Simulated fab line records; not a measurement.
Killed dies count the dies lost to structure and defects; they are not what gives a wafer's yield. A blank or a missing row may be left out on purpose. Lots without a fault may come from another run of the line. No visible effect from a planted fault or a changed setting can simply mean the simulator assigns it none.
fab line records | flow n5-finfet
record: lots: 24 | wafers: 72 | last-day: 18
route steps=1938 shown BEOL_M4@1057 BEOL_M5@1116
lots with no fault: from the same line, run without faults
start-h: the number of hours between the record's first day and the start of the first shown wafer of the lot | wait-h: hours from the lot's prior step to this one | " same as the row above | L1.1+2: several wafers, shown together as one row | - no value, or no start given | * or withheld: withheld | < > ~ a bound
route shown NAME@n: NAME is a module with steps in the file, n the number in the route of the first one | usual: mean and standard deviation over wafers with no fault | same: alike in all rows | chamber/n: place in a boat | sites: per-site readings | _std_site: their standard deviation | _edge_site: inner sites' mean taken away from outer sites' mean | radius-mm: for every site, how far away it sits from the centre of the wafer | mask NAME#n: copy n | behind: the tool/chamber that last shaped the wafer | hold: cause of the lot's hold/its duration in hours/its outcome | device: the n, p or np transistor that did not switch | end of line: the tests these same wafers got at the end of their route | a step with no rows: only its recipe | killed: dies lost to structure and defects at the first sort, not the wafer's yield | map: per-die view of a wafer (x killed, . not killed, _ where there is no die)
set.NAME: the run value of the setting; set.NAME@STEP: its run value at that earlier step | model.NAME: the simulator's own value behind a step, which no gauge read
steps of the route over a sample of lots; a table a step, a row a wafer
services: when a tool's chamber went out of use (start-h, in hours from the record's first day, below 0 if earlier), for how many hours, and the reason
== steps ==
step: N5_BEOL_M4_OVL_MEAS_29
recipe: points-per-wafer: 522
usual: V3_OVL: 0.0/0.72
lot.wafer | tool       | chamber | start-h | wait-h | V3_OVL[nm]
L074.1    | overlay-02 | 0       | 156.48  | 0.0    | -0.4
L074.2    | "          | 0       | "       | "      | -1.0
L074.6    | "          | 0       | "       | "      | -0.8
L075.1    | overlay-01 | 0       | 161.24  | 0.0    | -1.3
L075.4    | "          | 0       | "       | "      | -0.2
L075.5    | "          | 0       | "       | "      | 0.0
L076.1    | overlay-01 | 0       | 165.35  | 0.0    | 1.0
L076.2    | "          | 0       | "       | "      | 0.4
L076.4    | "          | 0       | "       | "      | 1.0
L078.3    | overlay-01 | 0       | 172.76  | 0.0    | -0.5
L078.5    | "          | 0       | "       | "      | 0.6
L078.6    | "          | 0       | "       | "      | -1.5
L077.2    | overlay-01 | 0       | 173.74  | 0.0    | 0.3
L077.5    | "          | 0       | "       | "      | 0.5
L077.6    | "          | 0       | "       | "      | 0.3
L079.2    | overlay-01 | 0       | 182.96  | 0.0    | -0.9
L079.4    | "          | 0       | "       | "      | -0.1
L079.5    | "          | 0       | "       | "      | -0.1
L080.3    | overlay-02 | 0       | 200.25  | 0.0    | 0.9
L080.5    | "          | 0       | "       | "      | 1.5
L080.6    | "          | 0       | "       | "      | 0.8
L081.1    | overlay-01 | 0       | 212.38  | 0.0    | 1.2
L081.3    | "          | 0       | "       | "      | 0.3
L081.5    | "          | 0       | "       | "      | 0.0
L084.2    | overlay-01 | 0       | 212.60  | 0.0    | 0.5
L084.3    | "          | 0       | "       | "      | -0.1
L084.6    | "          | 0       | "       | "      | 0.4
L082.1    | overlay-01 | 0       | 213.48  | 0.0    | 0.2
L082.4    | "          | 0       | "       | "      | 0.2
L082.5    | "          | 0       | "       | "      | 0.4
L083.2    | overlay-02 | 0       | 215.84  | 0.0    | -0.2
L083.5    | "          | 0       | "       | "      | 0.1
L083.6    | "          | 0       | "       | "      | 0.0
L085.1    | overlay-01 | 0       | 217.15  | 0.0    | 0.8
L085.5    | "          | 0       | "       | "      | -0.5
L085.6    | "          | 0       | "       | "      | 0.6
L086.1    | overlay-01 | 0       | 217.78  | 0.0    | 1.0
L086.2    | "          | 0       | "       | "      | -0.3
L086.3    | "          | 0       | "       | "      | 0.0
L087.1    | overlay-02 | 0       | 221.34  | 0.0    | 0.0
L087.3    | "          | 0       | "       | "      | 0.5
L087.5    | "          | 0       | "       | "      | 0.6
L089.1    | overlay-02 | 0       | 254.85  | 0.0    | 0.2
L089.2    | "          | 0       | "       | "      | -0.2
L089.5    | "          | 0       | "       | "      | -0.5
L088.2    | overlay-01 | 0       | 255.14  | 0.0    | 0.6
L088.3    | "          | 0       | "       | "      | 0.4
L088.5    | "          | 0       | "       | "      | 0.4
L090.3    | overlay-01 | 0       | 256.70  | 0.0    | -0.4
L090.5    | "          | 0       | "       | "      | -0.1
L090.6    | "          | 0       | "       | "      | 0.4
L091.2    | overlay-01 | 0       | 262.49  | 0.0    | 0.7
L091.4    | "          | 0       | "       | "      | 0.8
L091.5    | "          | 0       | "       | "      | -0.3
L092.2    | overlay-02 | 0       | 264.67  | 0.0    | -0.6
L092.3    | "          | 0       | "       | "      | -0.1
L092.5    | "          | 0       | "       | "      | 0.0
L093.1    | overlay-02 | 0       | 267.91  | 0.0    | 0.9
L093.3    | "          | 0       | "       | "      | 0.9
L093.6    | "          | 0       | "       | "      | 0.9
L095.3    | overlay-02 | 0       | 278.17  | 0.0    | -0.7
L095.4    | "          | 0       | "       | "      | -0.8
L095.5    | "          | 0       | "       | "      | -0.7
L094.2    | overlay-02 | 0       | 289.18  | 0.0    | -1.2
L094.3    | "          | 0       | "       | "      | -1.0
L094.5    | "          | 0       | "       | "      | -0.9
L097.1    | overlay-02 | 0       | 296.55  | 0.0    | -1.0
L097.2    | "          | 0       | "       | "      | -0.1
L097.3    | "          | 0       | "       | "      | -1.1
L096.3    | overlay-01 | 0       | 303.25  | 0.0    | -0.8
L096.4    | "          | 0       | "       | "      | -1.9
L096.5    | "          | 0       | "       | "      | -1.7
step: N5_BEOL_M4_CD_MEAS_35
recipe: target-cd-nm: 18 | target-cd-y-nm: 22.4 | polarity: opening
usual: cd-nm: 17.94/0.27
lot.wafer | tool      | chamber | start-h | wait-h | cd-nm
L074.1    | cd-sem-03 | -       | 163.81  | 0.0    | 17.82
L074.2    | "         | -       | "       | "      | 18.03
L074.6    | "         | -       | "       | "      | 18.06
L075.1    | cd-sem-01 | -       | 167.62  | 0.0    | 18.07
L075.4    | "         | -       | "       | "      | 17.74
L075.5    | "         | -       | "       | "      | 17.97
L076.1    | cd-sem-01 | -       | 171.48  | 0.0    | 18.26
L076.2    | "         | -       | "       | "      | 18.13
L076.4    | "         | -       | "       | "      | 17.68
L078.3    | cd-sem-02 | -       | 174.12  | 0.0    | 17.88
L078.5    | "         | -       | "       | "      | 17.97
L078.6    | "         | -       | "       | "      | 17.60
L077.2    | cd-sem-01 | -       | 177.35  | 0.0    | 18.08
L077.5    | "         | -       | "       | "      | 18.40
L077.6    | "         | -       | "       | "      | 18.04
L079.2    | cd-sem-01 | -       | 190.62  | 0.0    | 18.05
L079.4    | "         | -       | "       | "      | 18.11
L079.5    | "         | -       | "       | "      | 17.88
L080.3    | cd-sem-01 | -       | 201.20  | 0.0    | 18.13
L080.5    | "         | -       | "       | "      | 17.90
L080.6    | "         | -       | "       | "      | 17.89
L081.1    | cd-sem-03 | -       | 215.60  | 0.0    | 17.57
L081.3    | "         | -       | "       | "      | 17.80
L081.5    | "         | -       | "       | "      | 18.19
L084.2    | cd-sem-03 | -       | 215.83  | 0.0    | 17.84
L084.3    | "         | -       | "       | "      | 17.60
L084.6    | "         | -       | "       | "      | 17.73
L082.1    | cd-sem-01 | -       | 218.12  | 0.0    | 17.60
L082.4    | "         | -       | "       | "      | 17.48
L082.5    | "         | -       | "       | "      | 17.44
L083.2    | cd-sem-03 | -       | 219.56  | 0.0    | 18.12
L083.5    | "         | -       | "       | "      | 17.55
L083.6    | "         | -       | "       | "      | 17.82
L085.1    | cd-sem-02 | -       | 224.44  | 0.0    | 17.66
L085.5    | "         | -       | "       | "      | 18.11
L085.6    | "         | -       | "       | "      | 17.70
L086.1    | cd-sem-01 | -       | 225.85  | 0.0    | 17.93
L086.2    | "         | -       | "       | "      | 17.84
L086.3    | "         | -       | "       | "      | 18.34
L087.1    | cd-sem-03 | -       | 225.88  | 0.0    | 17.90
L087.3    | "         | -       | "       | "      | 18.07
L087.5    | "         | -       | "       | "      | 17.86
L089.1    | cd-sem-02 | -       | 257.20  | 0.0    | 17.94
L089.2    | "         | -       | "       | "      | 17.81
L089.5    | "         | -       | "       | "      | 17.54
L088.2    | cd-sem-03 | -       | 257.57  | 0.0    | 17.92
L088.3    | "         | -       | "       | "      | 17.83
L088.5    | "         | -       | "       | "      | 17.79
L090.3    | cd-sem-02 | -       | 260.82  | 0.0    | 18.29
L090.5    | "         | -       | "       | "      | 17.93
L090.6    | "         | -       | "       | "      | 18.30
L091.2    | cd-sem-03 | -       | 264.00  | 0.0    | 17.86
L091.4    | "         | -       | "       | "      | 17.94
L091.5    | "         | -       | "       | "      | 17.86
L092.2    | cd-sem-01 | -       | 266.24  | 0.0    | 17.72
L092.3    | "         | -       | "       | "      | 18.16
L092.5    | "         | -       | "       | "      | 17.56
L093.1    | cd-sem-03 | -       | 276.36  | 0.0    | 18.10
L093.3    | "         | -       | "       | "      | 17.73
L093.6    | "         | -       | "       | "      | 17.96
L095.3    | cd-sem-03 | -       | 281.79  | 0.0    | 17.70
L095.4    | "         | -       | "       | "      | 17.69
L095.5    | "         | -       | "       | "      | 17.69
L094.2    | cd-sem-01 | -       | 291.65  | 0.0    | 17.95
L094.3    | "         | -       | "       | "      | 18.08
L094.5    | "         | -       | "       | "      | 18.10
L097.1    | cd-sem-01 | -       | 301.84  | 0.0    | 18.28
L097.2    | "         | -       | "       | "      | 18.08
L097.3    | "         | -       | "       | "      | 18.24
L096.3    | cd-sem-03 | -       | 306.82  | 0.0    | 18.35
L096.4    | "         | -       | "       | "      | 18.39
L096.5    | "         | -       | "       | "      | 18.28
step: N5_BEOL_M4_SPUTTER_86
recipe: material: Cu | target-thk-a: 45 | temp-c: -20 | chamber-pressure-pa: 0.07 | power-w: withheld | time-s: 8.29
usual: throttle-valve-pct: 29.7/1
lot.wafer | tool           | chamber | start-h | wait-h | throttle-valve-pct
L074.1    | pvd-sputter-01 | -       | 165.68  | 0.1    | 29.0
L074.2    | "              | -       | "       | "      | 29.3
L074.6    | "              | -       | "       | "      | 29.0
L075.1    | pvd-sputter-03 | -       | 170.07  | 0.1    | 30.8
L075.4    | "              | -       | "       | "      | 31.2
L075.5    | "              | -       | "       | "      | 31.4
L076.1    | pvd-sputter-01 | -       | 173.39  | 0.1    | 30.1
L076.2    | "              | -       | "       | "      | 30.0
L076.4    | "              | -       | "       | "      | 29.0
L078.3    | pvd-sputter-03 | -       | 175.59  | 0.1    | 28.8
L078.5    | "              | -       | "       | "      | 30.8
L078.6    | "              | -       | "       | "      | 30.0
L077.2    | pvd-sputter-02 | -       | 179.66  | 0.1    | 30.5
L077.5    | "              | -       | "       | "      | 27.5
L077.6    | "              | -       | "       | "      | 29.8
L079.2    | pvd-sputter-03 | -       | 192.10  | 0.1    | 28.6
L079.4    | "              | -       | "       | "      | 31.5
L079.5    | "              | -       | "       | "      | 29.6
L080.3    | pvd-sputter-01 | -       | 202.57  | 0.1    | 29.1
L080.5    | "              | -       | "       | "      | 28.8
L080.6    | "              | -       | "       | "      | 30.1
L081.1    | pvd-sputter-01 | -       | 217.48  | 0.1    | 29.1
L081.3    | "              | -       | "       | "      | 28.8
L081.5    | "              | -       | "       | "      | 29.0
L084.2    | pvd-sputter-02 | -       | 218.48  | 0.1    | 27.7
L084.3    | "              | -       | "       | "      | 30.6
L084.6    | "              | -       | "       | "      | 29.9
L082.1    | pvd-sputter-02 | -       | 220.46  | 0.1    | 30.3
L082.4    | "              | -       | "       | "      | 27.7
L082.5    | "              | -       | "       | "      | 27.6
L083.2    | pvd-sputter-03 | -       | 222.04  | 0.1    | 29.9
L083.5    | "              | -       | "       | "      | 29.8
L083.6    | "              | -       | "       | "      | 30.9
L085.1    | pvd-sputter-03 | -       | 226.12  | 0.1    | 31.0
L085.5    | "              | -       | "       | "      | 29.7
L085.6    | "              | -       | "       | "      | 31.2
L086.1    | pvd-sputter-02 | -       | 228.00  | 0.1    | 30.4
L086.2    | "              | -       | "       | "      | 27.8
L086.3    | "              | -       | "       | "      | 29.7
L087.1    | pvd-sputter-01 | -       | 228.30  | 0.1    | 30.4
L087.3    | "              | -       | "       | "      | 29.0
L087.5    | "              | -       | "       | "      | 30.5
L089.1    | pvd-sputter-02 | -       | 259.04  | 0.1    | 29.8
L089.2    | "              | -       | "       | "      | 30.4
L089.5    | "              | -       | "       | "      | 27.6
L088.2    | pvd-sputter-01 | -       | 259.15  | 0.1    | 30.4
L088.3    | "              | -       | "       | "      | 29.8
L088.5    | "              | -       | "       | "      | 30.3
L090.3    | pvd-sputter-01 | -       | 262.83  | 0.1    | 28.8
L090.5    | "              | -       | "       | "      | 30.0
L090.6    | "              | -       | "       | "      | 28.6
L091.2    | pvd-sputter-01 | -       | 266.07  | 0.1    | 29.0
L091.4    | "              | -       | "       | "      | 30.1
L091.5    | "              | -       | "       | "      | 28.7
L092.2    | pvd-sputter-03 | -       | 267.95  | 0.1    | 30.8
L092.3    | "              | -       | "       | "      | 29.0
L092.5    | "              | -       | "       | "      | 29.8
L093.1    | pvd-sputter-01 | -       | 280.32  | 0.1    | 30.1
L093.3    | "              | -       | "       | "      | 28.8
L093.6    | "              | -       | "       | "      | 30.0
L095.3    | pvd-sputter-03 | -       | 285.10  | 0.1    | 31.2
L095.4    | "              | -       | "       | "      | 29.9
L095.5    | "              | -       | "       | "      | 31.4
L094.2    | pvd-sputter-02 | -       | 293.50  | 0.1    | 27.5
L094.3    | "              | -       | "       | "      | 29.7
L094.5    | "              | -       | "       | "      | 29.9
L097.1    | pvd-sputter-03 | -       | 303.40  | 0.1    | 30.9
L097.2    | "              | -       | "       | "      | 31.8
L097.3    | "              | -       | "       | "      | 29.3
L096.3    | pvd-sputter-03 | -       | 308.42  | 0.1    | 30.8
L096.4    | "              | -       | "       | "      | 28.6
L096.5    | "              | -       | "       | "      | 29.9
step: N5_BEOL_M4_ANNEAL_51
recipe: temp-c: 225 | time-s: 90 | ambient: N2
usual: wafer_temp_C_max: 226.1/0.36
lot.wafer | tool          | chamber | start-h | wait-h | wafer_temp_C_max
L074.1    | rtp-anneal-01 | 0       | 166.98  | 0.1    | 226.0
L074.2    | "             | 0       | "       | "      | 226.0
L074.6    | "             | 0       | "       | "      | 225.9
L075.1    | rtp-anneal-01 | 0       | 171.36  | 0.1    | 226.0
L075.4    | "             | 0       | "       | "      | 226.6
L075.5    | "             | 0       | "       | "      | 226.3
L076.1    | rtp-anneal-02 | 0       | 174.69  | 0.1    | 225.8
L076.2    | "             | 0       | "       | "      | 225.7
L076.4    | "             | 0       | "       | "      | 225.9
L078.3    | rtp-anneal-02 | 0       | 176.98  | 0.1    | 225.9
L078.5    | "             | 0       | "       | "      | 225.9
L078.6    | "             | 0       | "       | "      | 225.5
L077.2    | rtp-anneal-01 | 0       | 181.00  | 0.1    | 225.8
L077.5    | "             | 0       | "       | "      | 226.2
L077.6    | "             | 0       | "       | "      | 226.1
L079.2    | rtp-anneal-02 | 0       | 193.44  | 0.1    | 225.8
L079.4    | "             | 0       | "       | "      | 225.9
L079.5    | "             | 0       | "       | "      | 225.7
L080.3    | rtp-anneal-02 | 0       | 203.96  | 0.1    | 225.5
L080.5    | "             | 0       | "       | "      | 225.8
L080.6    | "             | 0       | "       | "      | 225.8
L081.1    | rtp-anneal-01 | 0       | 218.92  | 0.1    | 226.4
L081.3    | "             | 0       | "       | "      | 226.5
L081.5    | "             | 0       | "       | "      | 226.5
L084.2    | rtp-anneal-01 | 0       | 219.83  | 0.1    | 226.5
L084.3    | "             | 0       | "       | "      | 226.1
L084.6    | "             | 0       | "       | "      | 226.3
L082.1    | rtp-anneal-02 | 0       | 221.76  | 0.1    | 225.8
L082.4    | "             | 0       | "       | "      | 225.9
L082.5    | "             | 0       | "       | "      | 225.7
L083.2    | rtp-anneal-01 | 0       | 223.38  | 0.1    | 226.0
L083.5    | "             | 0       | "       | "      | 226.1
L083.6    | "             | 0       | "       | "      | 226.1
L085.1    | rtp-anneal-02 | 0       | 227.41  | 0.1    | 225.9
L085.5    | "             | 0       | "       | "      | 225.4
L085.6    | "             | 0       | "       | "      | 226.0
L086.1    | rtp-anneal-01 | 0       | 229.29  | 0.1    | 226.3
L086.2    | "             | 0       | "       | "      | 226.5
L086.3    | "             | 0       | "       | "      | 226.0
L087.1    | rtp-anneal-02 | 0       | 229.66  | 0.1    | 225.9
L087.3    | "             | 0       | "       | "      | 225.4
L087.5    | "             | 0       | "       | "      | 225.9
L089.1    | rtp-anneal-01 | 0       | 260.33  | 0.1    | 226.2
L089.2    | "             | 0       | "       | "      | 226.3
L089.5    | "             | 0       | "       | "      | 226.4
L088.2    | rtp-anneal-02 | 0       | 260.50  | 0.1    | 225.6
L088.3    | "             | 0       | "       | "      | 225.6
L088.5    | "             | 0       | "       | "      | 225.9
L090.3    | rtp-anneal-01 | 0       | 264.32  | 0.2    | 226.1
L090.5    | "             | 0       | "       | "      | 226.0
L090.6    | "             | 0       | "       | "      | 226.3
L091.2    | rtp-anneal-02 | 0       | 267.41  | 0.1    | 225.7
L091.4    | "             | 0       | "       | "      | 225.7
L091.5    | "             | 0       | "       | "      | 226.0
L092.2    | rtp-anneal-01 | 0       | 269.34  | 0.2    | 226.0
L092.3    | "             | 0       | "       | "      | 226.0
L092.5    | "             | 0       | "       | "      | 226.3
L093.1    | rtp-anneal-01 | 0       | 281.62  | 0.1    | 226.0
L093.3    | "             | 0       | "       | "      | 225.9
L093.6    | "             | 0       | "       | "      | 226.2
L095.3    | rtp-anneal-01 | 0       | 286.49  | 0.1    | 226.9
L095.4    | "             | 0       | "       | "      | 226.5
L095.5    | "             | 0       | "       | "      | 226.0
L094.2    | rtp-anneal-01 | 0       | 294.84  | 0.1    | 226.3
L094.3    | "             | 0       | "       | "      | 226.4
L094.5    | "             | 0       | "       | "      | 226.4
L097.1    | rtp-anneal-01 | 0       | 304.69  | 0.1    | 226.4
L097.2    | "             | 0       | "       | "      | 226.6
L097.3    | "             | 0       | "       | "      | 226.6
L096.3    | rtp-anneal-02 | 0       | 309.80  | 0.1    | 225.5
L096.4    | "             | 0       | "       | "      | 225.8
L096.5    | "             | 0       | "       | "      | 225.7
step: N5_BEOL_M4_INSPECT_59
recipe: inspect-instrument: darkfield | mode: post-dep
usual: raw-defect-count: 74/24
lot.wafer | tool              | chamber | start-h | wait-h | raw-defect-count
L074.1    | defect-inspect-02 | -       | 167.86  | 0.0    | 71
L074.2    | "                 | -       | "       | "      | 68
L074.6    | "                 | -       | "       | "      | 73
L075.1    | defect-inspect-02 | -       | 172.41  | 0.2    | 48
L075.4    | "                 | -       | "       | "      | 73
L075.5    | "                 | -       | "       | "      | 80
L076.1    | defect-inspect-02 | -       | 175.58  | 0.0    | 102
L076.2    | "                 | -       | "       | "      | 103
L076.4    | "                 | -       | "       | "      | 97
L078.3    | defect-inspect-02 | -       | 177.77  | 0.0    | 55
L078.5    | "                 | -       | "       | "      | 69
L078.6    | "                 | -       | "       | "      | 81
L077.2    | defect-inspect-02 | -       | 182.02  | 0.0    | 135
L077.5    | "                 | -       | "       | "      | 96
L077.6    | "                 | -       | "       | "      | 133
L079.2    | defect-inspect-02 | -       | 194.28  | 0.0    | 83
L079.4    | "                 | -       | "       | "      | 66
L079.5    | "                 | -       | "       | "      | 58
L080.3    | defect-inspect-02 | -       | 204.79  | 0.0    | 54
L080.5    | "                 | -       | "       | "      | 90
L080.6    | "                 | -       | "       | "      | 81
L081.1    | defect-inspect-02 | -       | 220.03  | 0.0    | 80
L081.3    | "                 | -       | "       | "      | 38
L081.5    | "                 | -       | "       | "      | 39
L084.2    | defect-inspect-02 | -       | 220.69  | 0.0    | 32
L084.3    | "                 | -       | "       | "      | 54
L084.6    | "                 | -       | "       | "      | 33
L082.1    | defect-inspect-01 | -       | 222.64  | 0.0    | 92
L082.4    | "                 | -       | "       | "      | 79
L082.5    | "                 | -       | "       | "      | 66
L083.2    | defect-inspect-01 | -       | 224.21  | 0.0    | 104
L083.5    | "                 | -       | "       | "      | 91
L083.6    | "                 | -       | "       | "      | 101
L085.1    | defect-inspect-02 | -       | 228.29  | 0.0    | 128
L085.5    | "                 | -       | "       | "      | 115
L085.6    | "                 | -       | "       | "      | 92
L086.1    | defect-inspect-02 | -       | 230.20  | 0.0    | 74
L086.2    | "                 | -       | "       | "      | 76
L086.3    | "                 | -       | "       | "      | 58
L087.1    | defect-inspect-02 | -       | 230.69  | 0.0    | 107
L087.3    | "                 | -       | "       | "      | 69
L087.5    | "                 | -       | "       | "      | 57
L089.1    | defect-inspect-02 | -       | 261.21  | 0.0    | 126
L089.2    | "                 | -       | "       | "      | 110
L089.5    | "                 | -       | "       | "      | 80
L088.2    | defect-inspect-01 | -       | 261.39  | 0.0    | 56
L088.3    | "                 | -       | "       | "      | 75
L088.5    | "                 | -       | "       | "      | 64
L090.3    | defect-inspect-02 | -       | 265.30  | 0.0    | 52
L090.5    | "                 | -       | "       | "      | 123
L090.6    | "                 | -       | "       | "      | 96
L091.2    | defect-inspect-02 | -       | 268.24  | 0.0    | 68
L091.4    | "                 | -       | "       | "      | 70
L091.5    | "                 | -       | "       | "      | 44
L092.2    | defect-inspect-01 | -       | 270.41  | 0.0    | 61
L092.3    | "                 | -       | "       | "      | 59
L092.5    | "                 | -       | "       | "      | 53
L093.1    | defect-inspect-02 | -       | 282.58  | 0.0    | 62
L093.3    | "                 | -       | "       | "      | 48
L093.6    | "                 | -       | "       | "      | 88
L095.3    | defect-inspect-01 | -       | 287.28  | 0.0    | 38
L095.4    | "                 | -       | "       | "      | 45
L095.5    | "                 | -       | "       | "      | 51
L094.2    | defect-inspect-02 | -       | 295.68  | 0.0    | 121
L094.3    | "                 | -       | "       | "      | 85
L094.5    | "                 | -       | "       | "      | 69
L097.1    | defect-inspect-02 | -       | 305.57  | 0.0    | 77
L097.2    | "                 | -       | "       | "      | 72
L097.3    | "                 | -       | "       | "      | 64
L096.3    | defect-inspect-01 | -       | 310.64  | 0.0    | 50
L096.4    | "                 | -       | "       | "      | 60
L096.5    | "                 | -       | "       | "      | 56
step: N5_BEOL_M5_HM_DEP_02
recipe: material: TiN | target-thk-a: 200 | temp-c: 25 | chamber-pressure-pa: 0.49996
usual: throttle-valve-pct: 29.8/1
lot.wafer | tool           | chamber | start-h | wait-h | throttle-valve-pct
L074.1    | pvd-sputter-03 | -       | 171.29  | 1.8    | 30.9
L074.2    | "              | -       | "       | "      | 29.8
L074.6    | "              | -       | "       | "      | 29.9
L075.1    | pvd-sputter-02 | -       | 174.37  | 0.3    | 30.4
L075.4    | "              | -       | "       | "      | 29.8
L075.5    | "              | -       | "       | "      | 29.7
L076.1    | pvd-sputter-01 | -       | 177.92  | 0.7    | 30.4
L076.2    | "              | -       | "       | "      | 28.9
L076.4    | "              | -       | "       | "      | 30.1
L078.3    | pvd-sputter-03 | -       | 181.86  | 2.5    | 31.0
L078.5    | "              | -       | "       | "      | 31.2
L078.6    | "              | -       | "       | "      | 29.8
L077.2    | pvd-sputter-03 | -       | 185.14  | 1.5    | 30.8
L077.5    | "              | -       | "       | "      | 29.9
L077.6    | "              | -       | "       | "      | 30.9
L079.2    | pvd-sputter-02 | -       | 198.17  | 2.3    | 27.8
L079.4    | "              | -       | "       | "      | 30.8
L079.5    | "              | -       | "       | "      | 30.5
L080.3    | pvd-sputter-02 | -       | 207.80  | 1.4    | 29.7
L080.5    | "              | -       | "       | "      | 29.7
L080.6    | "              | -       | "       | "      | 30.0
L081.1    | pvd-sputter-03 | -       | 223.38  | 1.7    | 30.9
L081.3    | "              | -       | "       | "      | 28.7
L081.5    | "              | -       | "       | "      | 31.0
L084.2    | pvd-sputter-03 | -       | 223.66  | 1.3    | 31.0
L084.3    | "              | -       | "       | "      | 31.5
L084.6    | "              | -       | "       | "      | 31.4
L082.1    | pvd-sputter-02 | -       | 225.39  | 0.6    | 29.8
L082.4    | "              | -       | "       | "      | 29.7
L082.5    | "              | -       | "       | "      | 30.6
L083.2    | pvd-sputter-01 | -       | 227.00  | 1.2    | 28.6
L083.5    | "              | -       | "       | "      | 29.9
L083.6    | "              | -       | "       | "      | 28.6
L085.1    | pvd-sputter-01 | -       | 230.42  | 0.0    | 30.3
L085.5    | "              | -       | "       | "      | 30.4
L085.6    | "              | -       | "       | "      | 28.7
L086.1    | pvd-sputter-03 | -       | 232.34  | 0.0    | 31.3
L086.2    | "              | -       | "       | "      | 30.9
L086.3    | "              | -       | "       | "      | 28.8
L087.1    | pvd-sputter-03 | -       | 232.44  | 0.1    | 31.6
L087.3    | "              | -       | "       | "      | 30.8
L087.5    | "              | -       | "       | "      | 29.8
L089.1    | pvd-sputter-03 | -       | 263.33  | 0.5    | 31.4
L089.2    | "              | -       | "       | "      | 29.8
L089.5    | "              | -       | "       | "      | 30.0
L088.2    | pvd-sputter-03 | -       | 263.85  | 0.5    | 30.8
L088.3    | "              | -       | "       | "      | 31.2
L088.5    | "              | -       | "       | "      | 30.9
L090.3    | pvd-sputter-02 | -       | 267.36  | 0.4    | 27.9
L090.5    | "              | -       | "       | "      | 30.7
L090.6    | "              | -       | "       | "      | 27.8
L091.2    | pvd-sputter-03 | -       | 270.75  | 0.4    | 31.5
L091.4    | "              | -       | "       | "      | 29.8
L091.5    | "              | -       | "       | "      | 28.6
L092.2    | pvd-sputter-02 | -       | 272.32  | 0.3    | 29.8
L092.3    | "              | -       | "       | "      | 29.6
L092.5    | "              | -       | "       | "      | 29.7
L093.1    | pvd-sputter-02 | -       | 284.79  | 0.6    | 30.8
L093.3    | "              | -       | "       | "      | 29.6
L093.6    | "              | -       | "       | "      | 30.3
L095.3    | pvd-sputter-01 | -       | 289.54  | 0.6    | 30.1
L095.4    | "              | -       | "       | "      | 29.9
L095.5    | "              | -       | "       | "      | 30.1
L094.2    | pvd-sputter-01 | -       | 298.28  | 1.0    | 28.8
L094.3    | "              | -       | "       | "      | 30.5
L094.5    | "              | -       | "       | "      | 29.1
L097.1    | pvd-sputter-01 | -       | 307.32  | 0.1    | 29.8
L097.2    | "              | -       | "       | "      | 30.1
L097.3    | "              | -       | "       | "      | 28.7
L096.3    | pvd-sputter-01 | -       | 313.10  | 0.8    | 28.5
L096.4    | "              | -       | "       | "      | 29.1
L096.5    | "              | -       | "       | "      | 29.9
== services ==
tool           | chamber | start-h | hours | kind
pvd-sputter-02 | -       | 222.72  | 1.7   | repair
rtp-anneal-01  | -       | 295.09  | 4.3   | pm
== key ==
fault none
